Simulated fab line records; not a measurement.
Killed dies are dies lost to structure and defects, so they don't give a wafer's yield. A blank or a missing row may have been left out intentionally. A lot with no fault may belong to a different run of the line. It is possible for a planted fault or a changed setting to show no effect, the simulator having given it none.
fab line records	flow nandHarc
record lots=13	wafers=39	lastDay=35
route steps=1302 shown A_CHANNEL_FILL_D1@508 A_BONDPAD@1232 THIN_TSV@1263 END@1302
lots that met no fault: taken from a fault-free run of the same line
startH: hours from the record's opening day to when the first of the lot's shown wafers began	waitH: hours since the lot's step before	" identical to the entry in the row above	L1.1+2: a single row standing in for several wafers	- no value, or no start was given	* or withheld: withheld	< > ~ a bound
route shown NAME@n: NAME is a module with steps in the file, n the number in the route of the first one	usual: mean and standard deviation over wafers with no fault	same: alike in all rows	chamber/n: place in a boat	sites: readings site by site	_std_site: how widely they spread, as a standard deviation	_edge_site: inner sites' mean taken away from outer sites' mean	radiusMm: for every site, how far away it sits from the centre of the wafer	mask NAME#n: copy n	behind: the most recent tool/chamber to have shaped the wafer	hold: why the lot was held/for how many hours/how that ended	device: names the non-switching transistor (n, p or np)	end of line: tests of these same wafers at the route's end	a step given without rows: its recipe and nothing more	killed: dies that structure and defects cost at the first sort, which is not the same as the wafer's yield	map: dies across one wafer; x = killed, . = not, _ = none there
set.NAME: the run value of the setting; set.NAME@STEP: its run value at that earlier step	model.NAME: the simulator's own value behind a step, which no gauge read
a sample of lots followed through the steps of the route, with each step as a table and each wafer as a row
services: a tool's chamber out of use, with start hour (startH, from the record's first day; less than 0 if before it), hours out, and reason
## steps
# step NHARC_A_CHANNEL_FILL_D1_ETCHBACK_08
# recipe targetDepthA=2200	timeS=110	c4f8FlowSccm=20	arFlowSccm=withheld	rfW=600	biasW=300	chemistry=C4F8
# usual chamberPressureMTorr=25.002/0.023	oesProductAu=0.95/0.036	rfVppV=440.8/2.7
# same timeS=110
lot.wafer	tool	chamber	startH	waitH	chamberPressureMTorr	oesProductAu	rfHoursCounterH	rfVppV
L493.2	rieDiel-03	3	232.21	-	25.023	0.93	8	439.2
L493.3	"	2	"	"	25.003	0.92	8	443.4
L493.5	"	3	"	"	24.975	0.92	-	441.1
L496.1	rieDiel-03	3	256.39	-	25.060	0.92	10	440.5
L496.5	"	0	"	"	25.024	0.92	-	439.1
L496.6	"	1	"	"	25.004	0.91	-	440.8
L501.2	rieDiel-09	0	332.41	-	25.008	1.00	0	437.9
L501.3	"	3	"	"	24.982	0.99	0	440.1
L501.6	"	1	"	"	24.970	0.99	-	438.9
L500.3	rieDiel-08	0	332.46	-	25.008	0.93	7	444.6
L500.1	"	2	"	"	24.969	0.94	6	440.9
L500.6	"	0	"	"	24.936	0.93	-	443.6
L503.3	rieDiel-08	2	336.10	-	25.015	0.94	6	438.6
L503.4	"	0	"	"	25.035	0.94	7	443.5
L503.5	"	3	"	"	24.968	0.94	-	443.3
L502.1	rieDiel-03	2	340.31	-	25.011	0.92	3	444.9
L502.4	"	0	"	"	24.994	0.92	3	438.6
L502.2	"	1	"	"	25.051	0.92	3	440.2
L498.1	rieDiel-09	2	348.46	-	24.991	1.00	0	442.5
L498.3	"	3	"	"	25.003	1.00	0	439.3
L498.5	"	2	"	"	25.035	1.01	-	441.1
L504.3	rieDiel-09	0	352.71	-	25.003	0.93	0	437.3
L504.4	"	1	"	"	24.969	0.92	0	440.5
L504.6	"	0	"	"	24.986	0.92	-	437.7
L508.4	rieDiel-09	3	375.23	-	25.020	1.02	1	439.8
L508.6	"	3	"	"	24.963	1.01	-	440.7
L508.5	"	0	"	"	24.996	1.00	-	436.6
L507.4	rieDiel-09	0	378.46	-	25.003	0.93	1	434.6
L507.3	"	1	"	"	25.028	0.92	1	440.0
L507.5	"	2	"	"	25.021	0.93	-	442.4
L513.2	rieDiel-03	2	426.40	-	24.991	0.93	8	444.2
L513.1	"	3	"	"	24.984	0.92	9	440.9
L513.3	"	0	"	"	24.980	0.92	10	438.9
L515.3	rieDiel-09	0	453.54	-	25.026	0.93	5	437.1
L515.6	"	2	"	"	25.012	0.93	-	442.2
L515.5	"	3	"	"	25.020	0.93	-	440.9
L516.2	rieDiel-08	1	484.84	-	24.983	0.94	5	439.6
L516.3	"	0	"	"	24.970	0.92	4	443.9
L516.6	"	1	"	"	25.026	0.94	-	437.3
# step NHARC_A_BONDPAD_THK_MEAS_20
# recipe thkMeasGauge=xrf
# usual thkNm=169.7/1.6
lot.wafer	tool	chamber	startH	waitH	thkNm
L493.2	filmMetro-01	-	546.65	-	167.3
L493.3	"	-	"	"	168.9
L493.5	"	-	"	"	166.5
L496.1	filmMetro-01	-	573.39	-	172.5
L496.5	"	-	"	"	172.3
L496.6	"	-	"	"	166.3
L501.2	filmMetro-01	-	633.57	-	168.0
L501.3	"	-	"	"	166.2
L501.6	"	-	"	"	168.4
L500.1	filmMetro-02	-	643.08	-	169.8
L500.3	"	-	"	"	169.2
L500.6	"	-	"	"	168.7
L503.3	filmMetro-02	-	654.51	-	170.5
L503.4	"	-	"	"	169.2
L503.5	"	-	"	"	169.7
L502.1	filmMetro-01	-	673.31	-	170.0
L502.2	"	-	"	"	169.7
L502.4	"	-	"	"	172.9
L504.3	filmMetro-01	-	680.84	-	172.2
L504.4	"	-	"	"	171.9
L504.6	"	-	"	"	171.0
L498.1	filmMetro-01	-	690.08	-	170.8
L498.3	"	-	"	"	169.6
L498.5	"	-	"	"	168.5
L507.3	filmMetro-01	-	696.63	-	170.9
L507.4	"	-	"	"	171.2
L507.5	"	-	"	"	169.5
L508.4	filmMetro-02	-	701.59	-	170.5
L508.5	"	-	"	"	168.0
L508.6	"	-	"	"	170.1
L513.1	filmMetro-02	-	731.25	-	171.0
L513.2	"	-	"	"	171.1
L513.3	"	-	"	"	173.7
L515.3	filmMetro-02	-	764.43	-	171.5
L515.5	"	-	"	"	170.6
L515.6	"	-	"	"	170.6
L516.2	filmMetro-01	-	800.58	-	169.7
L516.3	"	-	"	"	171.5
L516.6	"	-	"	"	169.7
# step NHARC_THIN_TSV_ETCH_15
# recipe targetDepthA=30000	boschTargetOveretchCycles=2	boschEtchStepS=2.8	boschDepStepS=1.2	boschCycles=14
# usual drypumpMotorCurrentA=5.7/0.53
lot.wafer	tool	chamber	startH	waitH	drypumpMotorCurrentA	rfHoursCounterH
L493.2	rieSi-03	0	563.27	-	5.2	1.01
L493.3	"	1	"	"	6.0	1.01
L493.5	"	3	"	"	5.6	-
L496.1	rieSi-03	2	587.95	-	4.7	0
L496.6	"	3	"	"	5.6	-
L496.5	"	0	"	"	5.1	-
L501.3	rieSi-03	0	646.95	-	5.2	0.27
L501.2	"	1	"	"	6.1	0.22
L501.6	"	3	"	"	5.6	-
L500.1	rieSi-04	3	656.64	-	5.8	0.80
L500.3	"	1	"	"	6.0	0.74
L500.6	"	0	"	"	5.6	-
L503.3	rieSi-03	1	670.35	-	6.0	0.32
L503.4	"	0	"	"	5.1	0.34
L503.5	"	1	"	"	6.0	-
L504.3	rieSi-03	1	697.08	-	6.0	0.49
L504.4	"	2	"	"	4.7	0.54
L504.6	"	1	"	"	6.0	-
L502.4	rieSi-02	2	698.31	-	6.0	0.44
L502.2	"	0	"	"	5.6	0.37
L502.1	"	1	"	"	6.0	0.44
L498.3	rieSi-02	1	702.59	-	6.0	0.46
L498.1	"	3	"	"	6.8	0.49
L498.5	"	2	"	"	6.0	-
L507.3	rieSi-04	0	710.04	-	5.6	0.03
L507.4	"	1	"	"	6.0	0.03
L507.5	"	2	"	"	5.9	-
L508.4	rieSi-03	3	716.17	-	5.6	0.74
L508.6	"	2	"	"	4.7	-
L508.5	"	3	"	"	5.6	-
L513.3	rieSi-04	3	749.14	-	5.8	0.31
L513.2	"	0	"	"	5.6	0.27
L513.1	"	1	"	"	6.0	0.23
L515.3	rieSi-04	1	777.77	-	6.0	0.39
L515.6	"	1	"	"	6.0	-
L515.5	"	2	"	"	5.8	-
L516.2	rieSi-03	0	820.18	-	5.2	0.40
L516.3	"	2	"	"	4.7	0.32
L516.6	"	0	"	"	5.2	-
# step NHARC_THIN_TSV_ETCH_36
# recipe targetDepthA=650	overEtchFrac=0.3	timeS=18.571	ionEnergyEv=150	chemistry=Cl2/BCl3
# usual chamberPressureMTorr=9.998/0.016	drypumpMotorCurrentA=5.5/0.47	oesProductAu=0.998/0.0098
# same timeS=18.571
lot.wafer	tool	chamber	startH	waitH	chamberPressureMTorr	drypumpMotorCurrentA	oesProductAu	rfHoursCounterH
L493.2	rieMetal-03	0	568.92	0.2	10.004	5.5	1.008	0.6
L493.3	"	1	"	"	10.005	4.9	0.997	-
L493.5	"	1	"	"	9.837	4.9	0.985	-
L496.1	rieMetal-03	0	593.49	0.2	9.997	5.5	0.991	1.3
L496.6	"	1	"	"	10.011	4.9	0.992	-
L496.5	"	0	"	"	10.005	5.5	0.992	-
L501.2	rieMetal-03	1	652.56	0.2	9.993	4.9	1.001	2.5
L501.3	"	1	"	"	10.010	4.9	0.997	-
L501.6	"	1	"	"	10.003	4.9	0.998	-
L500.1	rieMetal-01	0	662.39	0.2	9.989	5.0	0.998	1.4
L500.3	"	1	"	"	9.992	5.4	1.004	-
L500.6	"	0	"	"	10.003	5.0	1.003	-
L503.3	rieMetal-02	0	676.02	0.1	10.014	5.9	0.993	-
L503.4	"	1	"	"	9.983	6.2	0.991	-
L503.5	"	1	"	"	10.000	6.2	0.990	-
L504.3	rieMetal-01	1	703.60	0.2	10.010	5.4	1.012	-
L504.4	"	0	"	"	10.009	5.1	1.002	-
L504.6	"	1	"	"	9.995	5.4	1.010	-
L502.1	rieMetal-02	0	704.10	0.2	9.998	5.9	0.985	1.3
L502.2	"	1	"	"	9.994	6.2	1.005	1.3
L502.4	"	1	"	"	10.000	6.2	0.988	-
L498.1	rieMetal-03	0	708.84	0.2	9.995	5.5	1.006	0.2
L498.3	"	0	"	"	9.999	5.5	1.008	-
L498.5	"	1	"	"	9.992	4.9	0.995	-
L507.4	rieMetal-02	0	715.86	0.2	10.014	5.9	0.983	-
L507.3	"	1	"	"	9.977	6.2	1.002	-
L507.5	"	1	"	"	10.014	6.2	0.993	-
L508.4	rieMetal-01	0	721.84	0.2	9.992	5.0	0.999	-
L508.5	"	0	"	"	9.986	5.0	1.011	-
L508.6	"	1	"	"	9.980	5.4	1.009	-
L513.2	rieMetal-03	0	754.79	0.2	10.000	5.4	0.995	1.3
L513.1	"	1	"	"	9.994	4.9	0.984	1.3
L513.3	"	0	"	"	10.001	5.4	0.995	-
L515.3	rieMetal-01	1	783.38	0.2	9.987	5.5	1.007	-
L515.5	"	1	"	"	10.007	5.5	1.011	-
L515.6	"	0	"	"	10.002	5.1	1.010	-
L516.2	rieMetal-02	0	826.03	0.2	9.994	5.9	0.995	0.4
L516.3	"	0	"	"	10.012	6.0	0.994	-
L516.6	"	0	"	"	10.006	5.9	1.000	-
# step NHARC_END_SORT_01
# recipe tempC=25
# usual killedAtArray=54/18	killedAtOther=0.9/1.2	killedAtPeriphery=4.4/2.9	killedDies=59/18	killedOpen=3.2/1.8	killedShort=2.6/1.8
# same grossDies=677
lot.wafer	tool	chamber	startH	waitH	killedAtArray	killedAtOther	killedAtPeriphery	killedDies	killedOpen	killedShort
L504.3	prober-01	0	714.17	3.1	115	0	5	120	4	2
L504.4	prober-01	0	714.98	3.4	49	1	4	54	1	3
L504.6	prober-01	0	716.60	4.1	123	0	4	127	3	6
L507.3	prober-01	0	729.89	3.1	76	1	0	77	4	1
L507.4	prober-01	0	730.72	3.5	132	0	2	134	4	1
L507.5	prober-01	0	731.54	3.8	83	0	0	83	3	2
L508.4	prober-02	0	738.40	3.4	53	0	3	56	2	1
L508.5	prober-02	0	739.20	3.7	124	0	4	128	2	2
L508.6	prober-02	0	740.00	4.0	68	0	4	72	4	2
# killed by level:class
L504.3 A_CHANNEL_FILL_D1:unspecified=76 A_CHANNEL_HOLE_D2:chamberFilmFlake=18 A_CHANNEL_HOLE_D1:chamberFilmFlake=9 A_CONTACT:chamberFilmFlake=4 P_STI:chamberFilmFlake=2 A_SLIT:chamberFilmFlake=2 P_M1:geometricParticle:open=1 P_M2:geometricParticle:short=1
L504.4 A_CHANNEL_HOLE_D1:chamberFilmFlake=18 A_CHANNEL_HOLE_D2:chamberFilmFlake=16 A_STAIRCASE:chamberFilmFlake=6 A_CHANNEL_FILL_D1:chamberFilmFlake=3 A_SLIT:chamberFilmFlake=2 P_STI:geometricParticle:open=1 A_SGD_CUT:geometricParticle:short=1 A_BLC:geometricParticle:short=1
L504.6 A_CHANNEL_FILL_D1:unspecified=68 A_CHANNEL_HOLE_D2:chamberFilmFlake=22 A_CHANNEL_HOLE_D1:chamberFilmFlake=13 A_SLIT:chamberFilmFlake=5 A_CONTACT:chamberFilmFlake=3 A_CHANNEL_FILL_D2:geometricParticle:short=2 A_CHANNEL_FILL_D2:geometricParticle:open=2 P_GATE:chamberFilmFlake=2
L507.3 A_SLIT:chamberFilmFlake=37 A_CHANNEL_HOLE_D1:chamberFilmFlake=27 A_WL_FILL:chamberFilmFlake=2 A_CONTACT:chamberFilmFlake=2 A_ONON_D1:geometricParticle:open=1 A_CHANNEL_FILL_D1:geometricParticle:open=1 A_DECK1_JOINT:geometricParticle:open=1 A_CHANNEL_FILL_D2:geometricParticle:open=1
L507.4 A_CHANNEL_FILL_D1:unspecified=78 A_SLIT:chamberFilmFlake=35 A_CHANNEL_HOLE_D1:chamberFilmFlake=9 P_BONDPAD:chamberFilmFlake=2 A_WL_FILL:chamberFilmFlake=2 A_CHANNEL_FILL_D2:chamberFilmFlake=2 A_ONON_D2:geometricParticle:open=1 A_CHANNEL_FILL_D2:geometricParticle:open=1
L507.5 A_SLIT:chamberFilmFlake=39 A_CHANNEL_HOLE_D1:chamberFilmFlake=34 A_BLC:geometricParticle:open=2 A_CONTACT:chamberFilmFlake=2 A_DECK1_JOINT:geometricParticle:short=1 A_CHANNEL_FILL_D2:geometricParticle:short=1 A_M1:geometricParticle:open=1 A_CHANNEL_HOLE_D2:chamberFilmFlake=1
L508.4 A_CHANNEL_HOLE_D2:chamberFilmFlake=18 A_CHANNEL_HOLE_D1:chamberFilmFlake=18 A_CONTACT:chamberFilmFlake=5 A_SLIT:chamberFilmFlake=3 A_DECK1_JOINT:chamberFilmFlake=2 A_STAIRCASE:chamberFilmFlake=2 A_DECK1_JOINT:geometricParticle:open=1 A_CHANNEL_FILL_D2:geometricParticle:short=1
L508.5 A_CHANNEL_FILL_D1:unspecified=73 A_CHANNEL_HOLE_D2:chamberFilmFlake=20 A_CHANNEL_HOLE_D1:chamberFilmFlake=12 A_SLIT:chamberFilmFlake=6 A_CONTACT:chamberFilmFlake=5 A_CHANNEL_FILL_D1:chamberFilmFlake=3 A_SGD_CUT:geometricParticle:short=2 P_GATE:chamberFilmFlake=2
L508.6 A_CHANNEL_HOLE_D2:chamberFilmFlake=29 A_CHANNEL_HOLE_D1:chamberFilmFlake=26 P_GATE:chamberFilmFlake=3 A_SLIT:chamberFilmFlake=3 A_CHANNEL_FILL_D1:chamberFilmFlake=2 P_CONTACT:geometricParticle:open=1 A_CHANNEL_FILL_D1:geometricParticle:open=1 A_CHANNEL_FILL_D1:geometricParticle:short=1
## services
tool	chamber	startH	hours	kind
rieDiel-09	2	218.31	4.3	repair
rieSi-03	-	221.00	9.0	pm
rieSi-03	2	260.89	14.3	repair
rieMetal-03	-	261.66	0.8	repair
rieDiel-09	-	267.33	0.4	repair
rieDiel-09	2	270.28	1.5	repair
rieDiel-09	0	299.55	9.3	repair
rieDiel-09	3	312.31	14.7	repair
rieMetal-03	-	318.94	0.4	repair
rieDiel-09	-	320.11	9.0	pm
rieMetal-03	-	342.18	9.0	pm
rieSi-03	-	398.00	9.0	pm
rieDiel-09	3	400.04	3.8	repair
rieMetal-03	0	469.08	45.9	repair
rieDiel-09	-	497.11	9.0	pm
rieDiel-09	1	509.79	4.1	repair
rieDiel-09	-	527.64	3.1	repair
rieSi-03	3	541.60	2.4	repair
rieSi-03	-	575.00	9.0	pm
rieDiel-09	1	634.20	13.8	repair
rieDiel-09	-	674.15	9.0	pm
rieDiel-09	3	735.27	10.0	repair
rieDiel-09	0	742.85	4.2	repair
rieSi-03	-	752.00	9.0	pm
## key
firstSign step=NHARC_END_SORT_01	reading=killedAtArray	direction=up	sigmas=3.8	usual=54	struck=124
effect step=NHARC_END_SORT_01	reading=killedDies	direction=up	sigmas=3.7	usual=59	struck=127
moreKillsBornAt NHARC_A_CHANNEL_FILL_D1_ETCHBACK_08@rieDiel-09=294
metAt NHARC_A_CHANNEL_FILL_D1_ETCHBACK_08
struckLots L504,L507,L508
struckWafers L504.3,L504.6,L507.4,L508.5
testerLeftOut L504,L507,L508
notActingAt NHARC_A_BONDPAD_THK_MEAS_20,NHARC_THIN_TSV_ETCH_15,NHARC_THIN_TSV_ETCH_36
onsetBetween 332.41 352.71
fault kind=chamberParticleSource	tool=rieDiel-09	chamber=0	onsetH=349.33	steps=NHARC_A_CHANNEL_FILL_D1_ETCHBACK_08	ratePerVisitCm2=1.2351	endH=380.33
# testerLeftOut: of these lots the tester's yield and bins aren't shown, on N5 and GAA mostly nor the transistor test; their killed dies are dies lost to structure and defects alone, not to doping, threshold or leakage, so they don't give the yield
